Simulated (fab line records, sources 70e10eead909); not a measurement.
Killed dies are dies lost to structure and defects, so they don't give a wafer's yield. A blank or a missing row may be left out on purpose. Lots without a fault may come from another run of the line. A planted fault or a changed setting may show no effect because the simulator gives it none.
fab line records | flow nand_harc
record lots=11 wafers=33 last_day=33
route steps=1302 shown A_CHANNEL_HOLE_D2@589 END@1302
lots that met no fault: from a run of the same line without faults
start_h: hours from the record's first day to the start of the lot's first wafer shown | wait_h: hours since the lot's step before | " the same as in the row above | L1.1+2: a row that stands for several wafers | - no value, or no start given | * or withheld: withheld | < > ~ a bound
route shown NAME@n: a module of which the file shows steps, and the number in the route of the first | usual: mean/standard deviation of fault-free wafers | same: alike in all rows | chamber/n: place in a boat | sites: the reading at each site | _std_site: their standard deviation | _edge_site: outer sites' mean less inner sites' | radius_mm: how far each site lies from the wafer's centre | mask NAME#n: copy n | behind: the tool/chamber that last shaped the wafer | hold: why the lot was held/for how many hours/how that ended | device: the transistor (n, p or np) that didn't switch | end of line: the same wafers' tests at the end of the route | a step without rows: its recipe alone | killed: dies lost to structure and defects at the first sort, not the wafer's yield | map: a wafer's dies, x killed, . not, _ none there
set.NAME: the setting as run; set.NAME@STEP: as run at that earlier step | model.NAME: the simulator's own value behind a step, which no gauge read
steps of the route over a sample of lots; a table a step, a row a wafer
services: from which hour (start_h, from the record's first day; less than 0 if before it) a tool's chamber was out of use, for how many hours, and why
## steps
# step NHARC_A_CHANNEL_HOLE_D2_ETCH_16
# recipe target_depth_a=31000 over_etch_frac=0.3 time_s=806 ion_energy_ev=150 o2_flow_sccm=400 cos_flow_sccm=20 ar_flow_sccm=0 rf_w=500 bias_w=300 chemistry=O2/COS
# usual cos_flow_sccm=20.00/0.061 drypump_motor_current_A=5.9/0.46 oes_product_au=1.002/0.014 rf_vpp_V=313.8/2.4 showerhead_plenum_p_Torr=3.10/0.15 throttle_valve_pct=28.329/0.0092
# columns lot.wafer tool chamber start_h wait_h cos_flow_sccm drypump_motor_current_A oes_product_au rf_hours_counter_h rf_vpp_V showerhead_plenum_p_Torr throttle_valve_pct
L435.4 rie_diel-01 1 303.27 - 20.00 5.7 0.999 6.0 311.5 2.96 28.336
L435.1 " 2 " " 20.00 5.7 1.007 5.9 310.7 2.92 28.325
L435.5 " 2 " " 19.90 5.7 1.008 - 310.7 2.92 28.332
L434.3 rie_diel-13 3 303.48 - 20.01 6.3 0.976 9.2 311.9 3.05 28.321
L434.4 " 1 " " 19.99 5.9 0.971 9.4 313.1 3.12 28.328
L434.5 " 3 " " 19.92 6.4 0.974 - 312.6 3.05 28.320
L436.4 rie_diel-01 1 323.25 - 20.06 5.7 1.002 7.0 310.7 2.96 28.327
L436.1 " 2 " " 20.02 5.7 1.013 6.9 312.0 2.92 28.322
L436.3 " 3 " " 20.03 5.2 1.002 6.3 317.5 3.34 28.319
L437.2 rie_diel-01 3 334.39 - 19.91 5.3 0.995 6.9 317.4 3.34 28.336
L437.4 " 3 " " 20.01 5.3 0.990 - 318.0 3.34 28.335
L437.6 " 1 " " 19.95 5.8 0.991 - 311.6 2.96 28.333
L440.1 rie_diel-02 1 349.07 - 19.86 4.9 1.010 4.7 312.7 2.98 28.341
L440.3 " 2 " " 20.05 5.8 1.005 5.6 317.6 3.31 28.330
L440.2 " 0 " " 19.99 6.7 0.985 4.9 310.9 3.01 28.324
L441.1 rie_diel-13 1 360.07 - 20.10 5.9 1.004 1.3 314.5 3.12 28.327
L441.3 " 3 " " 19.99 6.4 1.000 0.9 312.5 3.05 28.339
L441.5 " 3 " " 20.02 6.4 1.002 - 312.7 3.05 28.336
L449.2 rie_diel-01 3 438.18 - 20.02 5.2 0.863 2.8 317.5 3.33 28.333
L449.1 " 1 " " 20.01 5.7 0.999 3.6 310.8 2.95 28.336
L449.6 " 3 " " 20.03 5.3 1.013 - 317.4 3.33 28.336
L447.3 rie_diel-01 2 440.14 - 20.06 5.7 0.871 4.2 311.1 2.92 28.340
L447.1 " 3 " " 19.93 5.2 1.011 3.5 316.0 3.33 28.331
L447.4 " 0 " " 19.99 6.5 1.004 3.4 315.2 3.10 28.329
L454.4 rie_diel-01 1 501.11 - 19.96 5.7 1.009 6.6 312.6 2.95 28.322
L454.1 " 3 " " 20.02 5.2 1.008 7.6 316.0 3.33 28.328
L454.6 " 1 " " 20.03 5.7 1.001 - 311.9 2.95 28.345
L456.4 rie_diel-02 1 503.35 - 20.06 4.9 0.983 4.1 312.1 2.98 28.343
L456.2 " 2 " " 20.02 5.8 1.007 4.0 316.8 3.31 28.331
L456.1 " 3 " " 20.03 5.6 1.006 4.0 313.7 3.04 28.337
L457.1 rie_diel-01 1 523.40 - 20.02 5.7 1.006 8.1 311.1 2.95 28.337
L457.4 " 2 " " 20.00 5.7 1.001 9.0 312.1 2.91 28.330
L457.6 " 0 " " 20.02 6.5 1.007 - 315.7 3.09 28.330
# step NHARC_A_CHANNEL_HOLE_D2_ETCH_20
# recipe bias_v=3000 source_w=withheld pressure_mtorr=20 time_s=361.9 ar_flow_sccm=375 c4f8_flow_sccm=89.3 o2_flow_sccm=35.7 temp_c=-20 target_depth_a=16000 chemistry=C4F8/O2/Ar
# usual drypump_motor_current_A=5.3/0.46 showerhead_plenum_p_Torr=3.61/0.14 throttle_valve_pct=32.156/0.0092
# columns lot.wafer tool chamber start_h wait_h drypump_motor_current_A rf_hours_counter_h showerhead_plenum_p_Torr throttle_valve_pct
L435.1 har_etch-01 0 304.09 0.1 5.6 158 3.48 32.157
L435.4 " 0 " " 5.6 - 3.48 32.163
L435.5 " 1 " " 4.7 - 3.63 32.170
L434.3 har_etch-02 0 305.46 0.2 4.9 - 3.60 32.165
L434.4 " 1 " " 5.8 - 3.73 32.165
L434.5 " 0 " " 4.9 - 3.60 32.154
L436.1 har_etch-01 1 324.01 0.1 4.7 162 3.63 32.145
L436.4 " 1 " " 4.8 - 3.63 32.166
L436.3 " 0 " " 5.6 - 3.48 32.171
L437.2 har_etch-01 1 337.00 0.1 4.8 173 3.62 32.161
L437.4 " 0 " " 5.6 - 3.47 32.152
L437.6 " 0 " " 5.6 - 3.47 32.157
L440.2 har_etch-01 1 349.96 0.1 4.8 184 3.61 32.154
L440.1 " 0 " " 5.6 184 3.47 32.161
L440.3 " 1 " " 4.8 - 3.61 32.150
L441.1 har_etch-01 1 360.93 0.1 4.8 192 3.61 32.167
L441.3 " 0 " " 5.6 - 3.46 32.163
L441.5 " 1 " " 4.8 - 3.61 32.170
L449.1 har_etch-01 1 438.89 0.1 4.7 234 3.59 32.154
L449.2 " 0 " " 5.6 234 3.44 32.152
L449.6 " 1 " " 4.8 - 3.59 32.161
L447.1 har_etch-01 1 443.07 0.1 4.7 238 3.59 32.148
L447.4 " 1 " " 4.7 - 3.59 32.150
L447.3 " 0 " " 5.6 - 3.44 32.160
L454.1 har_etch-02 1 501.93 0.1 5.8 65 3.67 32.163
L454.4 " 0 " " 4.9 - 3.90 32.167
L454.6 " 1 " " 5.8 - 3.67 32.155
L456.1 har_etch-01 0 505.68 0.1 5.6 276 3.42 32.168
L456.2 " 1 " " 4.8 276 3.56 32.157
L456.4 " 1 " " 4.8 - 3.57 32.157
L457.1 har_etch-02 0 524.10 0.1 5.0 76 3.89 32.146
L457.4 " 0 " " 4.9 - 3.89 32.139
L457.6 " 1 " " 5.9 - 3.66 32.167
# step NHARC_A_CHANNEL_HOLE_D2_ETCH_22
# recipe bias_v=3000 source_w=withheld pressure_mtorr=20 time_s=666.7 ar_flow_sccm=375 c4f8_flow_sccm=89.3 o2_flow_sccm=35.7 temp_c=-20 target_depth_a=16000 chemistry=C4F8/O2/Ar
# usual drypump_motor_current_A=5.3/0.46 showerhead_plenum_p_Torr=3.61/0.14 throttle_valve_pct=32.154/0.0087
# columns lot.wafer tool chamber start_h wait_h drypump_motor_current_A rf_hours_counter_h showerhead_plenum_p_Torr throttle_valve_pct
L435.1 har_etch-01 0 304.89 0.4 5.6 158 3.48 32.152
L435.4 " 0 " " 5.6 - 3.48 32.155
L435.5 " 1 " " 4.8 - 3.63 32.153
L434.3 har_etch-02 0 306.31 0.4 4.9 - 3.60 32.155
L434.4 " 1 " " 5.9 - 3.73 32.166
L434.5 " 0 " " 4.9 - 3.60 32.151
L436.1 har_etch-01 1 324.77 0.4 4.8 162 3.63 32.161
L436.4 " 1 " " 4.8 - 3.63 32.148
L436.3 " 0 " " 5.6 - 3.48 32.142
L437.2 har_etch-01 1 337.79 0.4 4.8 174 3.62 32.156
L437.4 " 0 " " 5.6 - 3.47 32.149
L437.6 " 0 " " 5.6 - 3.47 32.160
L440.2 har_etch-01 1 350.72 0.4 4.8 185 3.61 32.161
L440.1 " 0 " " 5.6 185 3.47 32.168
L440.3 " 1 " " 4.7 - 3.61 32.154
L441.1 har_etch-01 1 361.72 0.4 4.8 192 3.61 32.163
L441.3 " 0 " " 5.6 - 3.46 32.167
L441.5 " 1 " " 4.8 - 3.61 32.149
L449.1 har_etch-01 1 439.65 0.4 4.8 235 3.59 32.152
L449.2 " 0 " " 5.6 235 3.44 32.151
L449.6 " 1 " " 4.7 - 3.59 32.147
L447.1 har_etch-01 1 443.82 0.4 4.7 239 3.58 32.153
L447.4 " 1 " " 4.7 - 3.59 32.153
L447.3 " 0 " " 5.6 - 3.44 32.160
L454.1 har_etch-02 1 502.72 0.4 5.9 65 3.67 32.142
L454.4 " 0 " " 5.0 - 3.90 32.168
L454.6 " 1 " " 5.9 - 3.67 32.158
L456.1 har_etch-01 0 506.43 0.4 5.6 277 3.42 32.158
L456.2 " 1 " " 4.8 277 3.56 32.171
L456.4 " 1 " " 4.7 - 3.56 32.148
L457.1 har_etch-02 0 524.90 0.4 4.9 77 3.89 32.154
L457.4 " 0 " " 4.9 - 3.89 32.151
L457.6 " 1 " " 5.9 - 3.66 32.161
# step NHARC_A_CHANNEL_HOLE_D2_ETCH_24
# recipe bias_v=5000 source_w=withheld pressure_mtorr=20 time_s=906.2 ar_flow_sccm=375 c4f8_flow_sccm=93.8 o2_flow_sccm=31.2 temp_c=-20 target_depth_a=15000 chemistry=C4F8/O2/Ar
# usual drypump_motor_current_A=5.3/0.46 showerhead_plenum_p_Torr=3.60/0.14 throttle_valve_pct=32.234/0.0091
# columns lot.wafer tool chamber start_h wait_h drypump_motor_current_A rf_hours_counter_h showerhead_plenum_p_Torr throttle_valve_pct
L435.1 har_etch-01 0 306.19 0.6 5.6 160 3.48 32.234
L435.4 " 0 " " 5.6 - 3.48 32.225
L435.5 " 1 " " 4.7 - 3.62 32.239
L434.3 har_etch-02 0 307.65 0.6 4.9 - 3.60 32.232
L434.4 " 1 " " 5.9 - 3.72 32.236
L434.5 " 0 " " 4.9 - 3.60 32.227
L436.1 har_etch-01 1 326.03 0.6 4.8 164 3.62 32.234
L436.4 " 1 " " 4.8 - 3.62 32.247
L436.3 " 0 " " 5.6 - 3.47 32.226
L437.2 har_etch-01 1 339.09 0.6 4.7 175 3.61 32.234
L437.4 " 0 " " 5.6 - 3.47 32.224
L437.6 " 0 " " 5.6 - 3.47 32.230
L440.2 har_etch-01 1 351.98 0.6 4.8 186 3.61 32.251
L440.1 " 0 " " 5.6 186 3.46 32.234
L440.3 " 1 " " 4.8 - 3.61 32.228
L441.1 har_etch-01 1 363.00 0.6 4.7 194 3.60 32.238
L441.3 " 0 " " 5.6 - 3.46 32.230
L441.5 " 1 " " 4.7 - 3.60 32.219
L449.1 har_etch-01 1 440.91 0.6 4.7 236 3.58 32.248
L449.2 " 0 " " 5.6 236 3.44 32.220
L449.6 " 1 " " 4.8 - 3.58 32.225
L447.1 har_etch-01 1 445.08 0.6 4.7 240 3.58 32.228
L447.4 " 1 " " 4.8 - 3.58 32.223
L447.3 " 0 " " 5.6 - 3.43 32.232
L454.1 har_etch-02 1 504.02 0.6 5.9 67 3.66 32.239
L454.4 " 0 " " 4.9 - 3.89 32.238
L454.6 " 1 " " 5.9 - 3.66 32.234
L456.1 har_etch-01 0 507.69 0.6 5.6 278 3.42 32.240
L456.2 " 1 " " 4.7 278 3.56 32.236
L456.4 " 1 " " 4.7 - 3.56 32.237
L457.1 har_etch-02 0 526.18 0.6 4.9 78 3.88 32.235
L457.4 " 0 " " 5.0 - 3.88 32.237
L457.6 " 1 " " 5.9 - 3.66 32.220
# step NHARC_END_SORT_01
# recipe temp_c=25
# usual killed_at_array=59/17 killed_at_other=0.9/1.6 killed_at_periphery=3.7/2.3 killed_dies=64/17 killed_open=3.3/1.8 killed_short=2.4/1.6
# same gross_dies=677
# columns lot.wafer tool chamber start_h wait_h killed_at_array killed_at_other killed_at_periphery killed_dies killed_open killed_short
L447.1 prober-01 0 700.55 2.5 61 0 4 65 3 4
L447.3 prober-01 0 702.15 3.1 359 1 0 360 4 2
L447.4 prober-01 0 702.94 3.4 74 0 2 76 3 0
L449.1 prober-01 0 716.15 2.5 85 0 1 86 4 2
L449.2 prober-01 0 716.95 2.8 324 0 3 327 1 7
L449.6 prober-01 0 720.13 4.0 78 0 9 87 2 2
# killed by level:class
L447.1 A_CHANNEL_HOLE_D1:chamber_film_flake=20 A_CHANNEL_HOLE_D2:chamber_film_flake=17 A_CONTACT:chamber_film_flake=5 A_BLC:chamber_film_flake=4 A_ZERO_WELL:chamber_film_flake=3 A_SLIT:chamber_film_flake=3 A_CHANNEL_FILL_D1:geometric_particle:open=2 P_ZERO_WELL:chamber_film_flake=2
L447.3 A_CHANNEL_HOLE_D2:area_etch=293 A_CHANNEL_HOLE_D1:chamber_film_flake=28 A_CHANNEL_HOLE_D2:chamber_film_flake=14 A_CONTACT:chamber_film_flake=6 A_BLC:chamber_film_flake=3 A_CHANNEL_HOLE_D1:geometric_particle:open=2 A_ZERO_WELL:chamber_film_flake=2 A_SLIT:chamber_film_flake=2
L447.4 A_CHANNEL_HOLE_D1:chamber_film_flake=28 A_CHANNEL_HOLE_D2:chamber_film_flake=26 A_CONTACT:chamber_film_flake=11 P_BONDPAD:chamber_film_flake=2 A_WL_FILL:chamber_film_flake=2 A_CHANNEL_HOLE_D1:geometric_particle:open=1 A_CHANNEL_FILL_D1:geometric_particle:open=1 A_CHANNEL_FILL_D2:geometric_particle:open=1
L449.1 A_CHANNEL_HOLE_D1:chamber_film_flake=42 A_CHANNEL_HOLE_D2:chamber_film_flake=19 A_STAIRCASE:chamber_film_flake=7 A_CONTACT:chamber_film_flake=6 A_SLIT:chamber_film_flake=3 A_M0:geometric_particle:open=2 A_WL_FILL:chamber_film_flake=2 A_ONON_D1:geometric_particle:open=1
L449.2 A_CHANNEL_HOLE_D2:area_etch=242 A_CHANNEL_HOLE_D2:chamber_film_flake=23 A_CHANNEL_HOLE_D1:chamber_film_flake=21 A_STAIRCASE:chamber_film_flake=16 A_CONTACT:chamber_film_flake=7 P_GATE:chamber_film_flake=3 A_SLIT:chamber_film_flake=3 A_WL_FILL:geometric_particle:short=2
L449.6 A_CHANNEL_HOLE_D1:chamber_film_flake=34 A_CHANNEL_HOLE_D2:chamber_film_flake=21 A_CONTACT:chamber_film_flake=7 A_STAIRCASE:chamber_film_flake=6 P_GATE:chamber_film_flake=4 P_STI:chamber_film_flake=3 A_ZERO_WELL:chamber_film_flake=3 A_SLIT:chamber_film_flake=3
## services
# columns tool chamber start_h hours kind
rie_diel-13 2 282.16 2.2 repair
rie_diel-02 - 290.20 1.4 repair
rie_diel-13 - 328.33 0.7 repair
rie_diel-01 2 330.61 7.2 repair
rie_diel-13 2 337.86 4.3 repair
rie_diel-13 - 342.49 9.0 pm
rie_diel-02 3 344.88 11.2 repair
rie_diel-01 3 356.74 3.7 repair
rie_diel-13 2 358.59 5.0 repair
rie_diel-13 0 362.91 9.4 repair
rie_diel-13 2 372.04 15.7 repair
rie_diel-02 0 374.45 14.2 repair
har_etch-02 - 377.00 17.0 pm
rie_diel-01 - 380.80 9.0 pm
rie_diel-02 1 386.65 4.8 repair
rie_diel-02 - 393.72 9.0 pm
rie_diel-13 2 403.97 4.4 repair
rie_diel-13 2 437.85 14.3 repair
rie_diel-01 2 444.74 3.6 repair
rie_diel-02 1 446.25 15.4 repair
rie_diel-01 0 463.27 2.8 repair
rie_diel-01 1 493.59 5.4 repair
rie_diel-13 - 519.49 9.0 pm
har_etch-01 - 521.37 3.6 repair
## key
first_sign step=NHARC_A_CHANNEL_HOLE_D2_ETCH_16 reading=oes_product_au direction=down sigmas=9.8 usual=1.002 struck=0.867
effect step=NHARC_END_SORT_01 reading=killed_at_array direction=up sigmas=17 usual=59 struck=342
more_kills_born_at NHARC_A_CHANNEL_HOLE_D2_ETCH_16@rie_diel-01=535
met_at NHARC_A_CHANNEL_HOLE_D2_ETCH_16
struck_lots L447,L449
struck_wafers L447.3,L449.2
tester_left_out L447,L449
not_acting_at NHARC_A_CHANNEL_HOLE_D2_ETCH_20,NHARC_A_CHANNEL_HOLE_D2_ETCH_22,NHARC_A_CHANNEL_HOLE_D2_ETCH_24
onset_between 334.39 438.18
fault kind=process_parameter_drift tool=rie_diel-01 chamber=- onset_h=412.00 steps=NHARC_A_CHANNEL_HOLE_D2_ETCH_16 channel=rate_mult offset=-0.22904 shape=step end_h=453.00 scope=struck_wafers_only
# tester_left_out: of these lots the tester's yield and bins aren't shown, on N5 and GAA mostly nor the transistor test; their killed dies are dies lost to structure and defects alone, not to doping, threshold or leakage, so they don't give the yield
